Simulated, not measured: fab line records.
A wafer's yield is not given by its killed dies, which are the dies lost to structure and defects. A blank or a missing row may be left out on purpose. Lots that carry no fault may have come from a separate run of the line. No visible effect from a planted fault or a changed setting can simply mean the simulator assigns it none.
A struck lot beside a sound one ; flow nandHarc ; 14 out of 1302 route steps
Sound: wafers L752.1, L752.2, L752.3. Wafers L758.1, L758.2, L758.3 were the ones struck. The cause comes at the end.
Order at every step that has rows: each side's tool, ch and its chambers, its first start. Under that, the readings that differ: sound wafers ; struck wafers ; difference of the means ; sigmas: that difference in standard deviations of wafers without a fault.
alike: same words and numbers on both sides, and readings whose means sit less than 2 such deviations apart. not compared: any withheld reading, any reading some wafer has no value for, any bound like >300 that may hide the same value, and any number with overlapping values for which the record gives no deviation.
The two part at a step that has a row with sigmas, a row that says differs or no value, or rows on one side only. Numbers that have no deviation but don't overlap get no sigmas and don't part them. A reading that every wafer of one side lacks parts them only if that side has two wafers or more.

NHARC_A_SOURCE_PLATE_THK_MEAS_06: measures by ellipsometry.
  sound: filmMetro-01 at day 10 17:05; struck: filmMetro-02 at day 12 22:13
reading;sound;struck;difference;sigmas
thkNm (nm);197.2 193.9 196.4;201.8 201.0 203.5;+6.3;+3
NHARC_A_SOURCE_PLATE_INSPECT_08:
  sound: defectInspect-02 at day 10 17:11; struck: defectInspect-01 at day 12 22:17
  alike: rawDefectCount
then, 1 step without rows for these wafers: NHARC_A_ONON_D1_DEP_00 (target thk 1000 nm).
NHARC_A_ONON_D1_THK_MEAS_02: measures by ellipsometry.
  sound: filmMetro-01 at day 10 17:46; struck: filmMetro-01 at day 12 22:51
  alike: thkNm
then, 1 step without rows for these wafers: NHARC_A_ONON_D1_DEP_03 (target thk 1000 nm).
NHARC_A_ONON_D1_THK_MEAS_05: measures by ellipsometry.
  sound: filmMetro-02 at day 10 18:20; struck: filmMetro-01 at day 12 23:25
  alike: thkNm
then, 1 step without rows for these wafers: NHARC_A_ONON_D1_DEP_06 (target thk 1000 nm).
NHARC_A_ONON_D1_THK_MEAS_08: measures by ellipsometry.
  sound: filmMetro-01 at day 10 18:54; struck: filmMetro-01 at day 12 23:59
  alike: thkNm
then, 1 step without rows for these wafers: NHARC_A_ONON_D1_DEP_09 (target thk 1000 nm).
NHARC_A_ONON_D1_THK_MEAS_11: measures by ellipsometry.
  sound: filmMetro-02 at day 10 19:29; struck: filmMetro-02 at day 13 00:33
reading;sound;struck;difference;sigmas
thkNm (nm);1022 1024 1022;997 999 998;-25;-2
NHARC_A_ONON_D1_DEP_12: target thk 1000 nm.
  sound on pecvdOnon-04 ch 0, day 10 19:33; struck on pecvdOnon-04 ch 0, day 13 00:36
NHARC_A_ONON_D1_THK_MEAS_14: measures by ellipsometry.
  sound: filmMetro-01 at day 10 20:03; struck: filmMetro-01 at day 13 01:07
reading;sound;struck;difference;sigmas
thkNm (nm);1000 1000 1001;1527 1525 1525;+525;+48
then, 1 step without rows for these wafers: NHARC_A_ONON_D1_ANNEAL_15 (time 3600 s).
-- the record jumps here: 17 days lie between the struck wafers' starts before and after (it left off in module A_ONON_D1 and takes up again in module END, whose first step shown is number 1302 of the route) --
NHARC_END_SORT_01:
  at this point the record logs the struck wafers (prober-02 ch 0, day 29 16:37) and has no rows for the sound ones

## WHERE THEY PART
At NHARC_A_SOURCE_PLATE_THK_MEAS_06 first; at NHARC_END_SORT_01 last (within this record only).

WHY: what the simulator had put in
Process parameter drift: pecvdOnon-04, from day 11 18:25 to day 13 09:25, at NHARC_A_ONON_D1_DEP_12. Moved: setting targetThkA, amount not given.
